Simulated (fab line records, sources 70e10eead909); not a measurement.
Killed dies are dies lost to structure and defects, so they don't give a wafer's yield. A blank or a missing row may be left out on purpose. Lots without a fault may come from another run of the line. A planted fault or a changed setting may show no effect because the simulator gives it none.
Which tool did it? | flow nand_harc | 11 lots, 33 wafers sampled, at 5 steps of a route of 1302

WHAT THE GAUGES READ, wafer by wafer
NHARC_END_SORT_01.
lot  | measured     | on        | killed_dies
L409 | day 24 23:10 | prober-01 | 44 53 76
L412 | day 26 05:38 | prober-02 | 71 60 64
L413 | day 27 01:09 | prober-02 | 61 58 65
L417 | day 28 14:52 | prober-02 | 38 58 57
L419 | day 29 02:52 | prober-01 | 31 28 30
L422 | day 29 21:42 | prober-02 | 24 65 50
L424 | day 30 22:24 | prober-02 | 61 45 677

WHICH TOOL RAN EACH LOT (tool, then ch and the chambers of the sampled wafers, then the start)
lot  | NHARC_A_STAIRCASE_TRIM_22                     | NHARC_A_STAIRCASE_DESCUM_186       | NHARC_A_STAIRCASE_TRIM_189                    | NHARC_A_STAIRCASE_ETCH_192
L409 | rie_diel-05 ch 1,3, day 16 13:14 or earlier   | rie_diel-04 ch 0,1,2, day 16 13:14 | rie_diel-04 ch 0,3, day 16 13:56 or earlier   | rie_diel-04 ch 0,2, day 16 13:56
L411 | rie_diel-04 ch 0,2,3, day 16 20:58 or earlier | rie_diel-04 ch 1,2,3, day 16 20:58 | rie_diel-04 ch 0,2,3, day 16 21:40 or earlier | rie_diel-04 ch 0,1, day 16 21:40
L412 | rie_diel-04 ch 1,2,3, day 18 00:44 or earlier | rie_diel-04 ch 0,3, day 18 00:44   | rie_diel-04 ch 0,2, day 18 01:26 or earlier   | rie_diel-04 ch 1,3, day 18 01:26
L414 | rie_diel-05 ch 0,3, day 18 10:48 or earlier   | rie_diel-12 ch 0,3, day 18 10:48   | rie_diel-12 ch 1,2, day 18 11:30 or earlier   | rie_diel-12 ch 2,3, day 18 11:30
L413 | rie_diel-04 ch 1,2, day 18 13:41 or earlier   | rie_diel-12 ch 0,1,2, day 18 13:41 | rie_diel-12 ch 1,2, day 18 17:15 or earlier   | rie_diel-12 ch 1,3, day 18 17:15
L417 | rie_diel-05 ch 0,3, day 20 02:43 or earlier   | rie_diel-04 ch 0,1,2, day 20 02:43 | rie_diel-04 ch 0,1,2, day 20 03:31 or earlier | rie_diel-04 ch 0,2, day 20 03:31
L419 | rie_diel-04 ch 2,3, day 20 15:31 or earlier   | rie_diel-04 ch 0,3, day 20 15:31   | rie_diel-04 ch 0,2,3, day 20 16:13 or earlier | rie_diel-04 ch 0,1, day 20 16:13
L422 | rie_diel-12 ch 0,1,3, day 21 18:47 or earlier | rie_diel-12 ch 0,2,3, day 21 18:47 | rie_diel-12 ch 1,2,3, day 21 19:29 or earlier | rie_diel-12 ch 0,2,3, day 21 19:29
L423 | rie_diel-05 ch 1,2,3, day 22 18:05 or earlier | rie_diel-12 ch 0,2, day 22 18:05   | rie_diel-12 ch 0,1,2, day 22 18:52 or earlier | rie_diel-12 ch 0,2,3, day 22 18:52
L424 | rie_diel-12 ch 0,2,3, day 22 18:22 or earlier | rie_diel-04 ch 0,2,3, day 22 18:22 | rie_diel-04 ch 1,2,3, day 22 19:04 or earlier | rie_diel-04 ch 0,1,3, day 22 19:04
L430 | rie_diel-05 ch 0,1, day 25 04:10 or earlier   | rie_diel-12 ch 1,2,3, day 25 04:10 | rie_diel-12 ch 1,2,3, day 25 05:30 or earlier | rie_diel-12 ch 1,2,3, day 25 05:30
- NHARC_A_STAIRCASE_TRIM_22: chemistry O2, time 211.2 s.
- NHARC_A_STAIRCASE_DESCUM_186: chemistry O2, time 3 s.
- NHARC_A_STAIRCASE_TRIM_189: chemistry O2, time 211.2 s.
- NHARC_A_STAIRCASE_ETCH_192: etches the open film in C4F8/O2, target depth 100 nm, time 40.5 s.

THE ANSWER, worked out from the rows above alone
Rule: what is usual is taken from the lots themselves. Put in order of their means at a reading, lots are off if they are a third of the lots or fewer, leave a main group of 4 or more, and stand apart from it by a gap of 3 or more times the standard deviation of the main group's means; of several such gaps the widest counts. A main group whose means are all the same, to the digits that the tables above print for the reading, isn't used. A lot without any number at a reading at which 4 lots or more have one is off too. The other lots that the step has rows for count as sound.
Off: L424, at NHARC_END_SORT_01 (killed_dies). The main group: mean 52, standard deviation 12. Neither off nor sound, because the step has no rows for them: L411, L414, L423, L430.
A tool fits if, at a process step before that reading, it ran every lot that is off, and no sound lot after the first of them. The gauges at NHARC_END_SORT_01 are tried like those tools. NHARC_A_STAIRCASE_TRIM_22 gives no start for some lots, so the hours and the order of its lots are those of NHARC_A_STAIRCASE_DESCUM_186. NHARC_A_STAIRCASE_TRIM_189 gives no start for some lots, so the hours and the order of its lots are those of NHARC_A_STAIRCASE_ETCH_192. Can't be told from this: 3 tools fit, rie_diel-12 at NHARC_A_STAIRCASE_TRIM_22, rie_diel-04 at NHARC_A_STAIRCASE_DESCUM_186 and NHARC_A_STAIRCASE_TRIM_189 and NHARC_A_STAIRCASE_ETCH_192, prober-02 at NHARC_END_SORT_01.

WHAT THE SIMULATOR HAD PUT IN
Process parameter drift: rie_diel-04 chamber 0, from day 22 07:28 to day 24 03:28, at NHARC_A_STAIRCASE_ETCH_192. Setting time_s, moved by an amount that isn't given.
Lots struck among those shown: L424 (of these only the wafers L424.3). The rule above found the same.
